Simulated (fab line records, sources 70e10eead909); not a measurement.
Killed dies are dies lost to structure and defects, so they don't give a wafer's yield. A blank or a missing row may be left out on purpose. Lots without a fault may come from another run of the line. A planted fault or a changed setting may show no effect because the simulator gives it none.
A struck lot beside a sound one | flow nand_harc | 22 steps out of a route of 1159
Sound: wafers L173.4, L173.5, L173.6. Struck: wafers L163.1, L163.4, L163.6. The cause comes at the end.
At each step with rows: each side's tool, then ch and its chambers, then its first start. Under that, the readings that differ: sound wafers | struck wafers | difference of the means | sigmas: that difference in standard deviations of wafers without a fault.
alike: readings whose means differ by less than 2 such deviations, and words and numbers that are the same on both sides. not compared: withheld readings, readings that some wafer has no value for, bounds like >300 that may hide the same value, and numbers for which the record gives no deviation and whose values overlap.
The two part at a step that has a row with sigmas, a row that says differs or no value, or rows on one side only. Numbers that don't overlap but have no deviation are shown without sigmas and don't part them. A reading that every wafer of one side lacks parts them only if that side has two wafers or more.

first, 10 steps without rows for these wafers: NHARC_P_M0_PRE_CLEAN_31 (time 12 s); NHARC_P_M0_DEP_32 (deposits SiCN, target thk 30 nm); NHARC_P_M1_DEP_00 (deposits SiOC, target thk 182.5 nm); NHARC_P_M1_DEHYDRATE_01 (time 120 s); NHARC_P_M1_HMDS_02 (time 30 s); NHARC_P_M1_COAT_34 (time 65 s); NHARC_P_M1_COAT_03 (resist thk 90 nm); NHARC_P_M1_SOFTBAKE_04 (time 55 s); NHARC_P_M1_EBR_05; NHARC_P_M1_EXPOSE_06 (exposes mask P M1, target cd 130 nm).
NHARC_P_M1_PEB_07: peb time 65 s.
  sound on litho_track-04 ch 0, day 11 08:34; struck on litho_track-01 ch 0, day 9 02:42
then, 1 step without rows for these wafers: NHARC_P_M1_DEVELOP_08 (develop time 35 s).
NHARC_P_M1_CD_MEAS_09: target cd 130 nm.
  sound on cd_sem-01 ch 0, day 11 08:39; struck on cd_sem-01 ch 0
  reading    | sound             | struck            | difference | sigmas
  cd_nm (nm) | 130.9 130.7 131.0 | 137.3 137.1 136.6 | +6.1       | +9
  not compared: hold
NHARC_P_M1_OVL_MEAS_10: pitch 260 nm.
  sound on overlay-02, day 11 08:44; struck on overlay-02, day 9 06:21
  reading | sound | struck                                                                     | difference                   | sigmas
  hold    | - - - | await_dispo/3.3h/release await_dispo/3.3h/release await_dispo/3.3h/release | no value on the sound wafers |
  alike: overlay_x_nm, overlay_y_nm
NHARC_P_M1_DESCUM_14: chemistry O2, time 3 s.
  sound on rie_diel-04 ch 0,2,3, day 11 08:51; struck on rie_diel-04 ch 0,3, day 9 06:27
  reading               | sound             | struck          | difference | sigmas
  model.P_M1.cd_nm (nm) | 130.8 130.5 129.9 | 137 137.2 136.9 | +7         |
  alike: drypump_motor_current_A, oes_product_au, rf_vpp_V, showerhead_plenum_p_Torr, throttle_valve_pct
  not compared: rf_hours_counter_h
then, 2 steps without rows for these wafers: NHARC_P_M1_ETCH_35 (etches the open film in N2/H2, target depth 40 nm, overetch 12 nm, time 43.94 s); NHARC_P_M1_ETCH_15 (etches the open film in C4F8/Ar, target depth 182.5 nm, time 91.2 s).
NHARC_P_M1_CD_MEAS_16:
  sound on cd_sem-02, day 11 09:09; struck on cd_sem-02, day 9 06:56
  reading    | sound             | struck            | difference | sigmas
  cd_nm (nm) | 130.1 129.4 129.6 | 137.2 136.9 137.2 | +7.4       | +10
  not compared: hold
NHARC_P_M1_STRIP_18: strips in N2/H2.
  sound on rie_diel-03 ch 0,1,3, day 11 09:16; struck on rie_diel-04 ch 1,2,3, day 9 12:11
  reading | sound | struck                                                                     | difference                   | sigmas
  hold    | - - - | await_dispo/5.2h/release await_dispo/5.2h/release await_dispo/5.2h/release | no value on the sound wafers |
  alike: drypump_motor_current_A, oes_product_au, rf_vpp_V, showerhead_plenum_p_Torr, throttle_valve_pct
  not compared: rf_hours_counter_h
NHARC_P_M1_ETCH_28: etches the open film in CF4/N2, target depth 30 nm, time 72.99 s.
  sound on rie_diel-03 ch 1,2; struck on rie_diel-04 ch 1,2,3
  reading               | sound             | struck            | difference | sigmas
  model.P_M1.cd_nm (nm) | 130.6 129.1 130.1 | 137.2 138.1 137.3 | +7.6       |
  alike: cf4_flow_sccm, drypump_motor_current_A, oes_product_au, rf_vpp_V, showerhead_plenum_p_Torr, throttle_valve_pct
  not compared: rf_hours_counter_h
then, 1 step without rows for these wafers: NHARC_P_M1_STRIP_19 (strips in post etch residue remover, time 600 s).
-- the record jumps here: 13 days lie between the struck wafers' starts before and after (it left off in module P_M1 and takes up again in module END, whose first step shown is number 1159 of the route) --
NHARC_END_SORT_01:
  sound on prober-01 ch 0, day 26 05:26; struck on prober-02 ch 0, day 22 21:31
  alike: defect_limited_yield, killed_at_array, killed_at_other, killed_at_periphery, killed_dies, killed_open, killed_short, sort_bin_2_pct, sort_bin_3_pct, sort_bin_4_pct, sort_n_pass, sort_rim_yield_pct, sort_yield_pct

WHERE THEY PART
First at NHARC_P_M1_CD_MEAS_09; last, within this record, at NHARC_P_M1_STRIP_18. Later steps at which nothing parts them and some readings are alike: NHARC_P_M1_ETCH_28, NHARC_END_SORT_01.

WHY: what the simulator had put in
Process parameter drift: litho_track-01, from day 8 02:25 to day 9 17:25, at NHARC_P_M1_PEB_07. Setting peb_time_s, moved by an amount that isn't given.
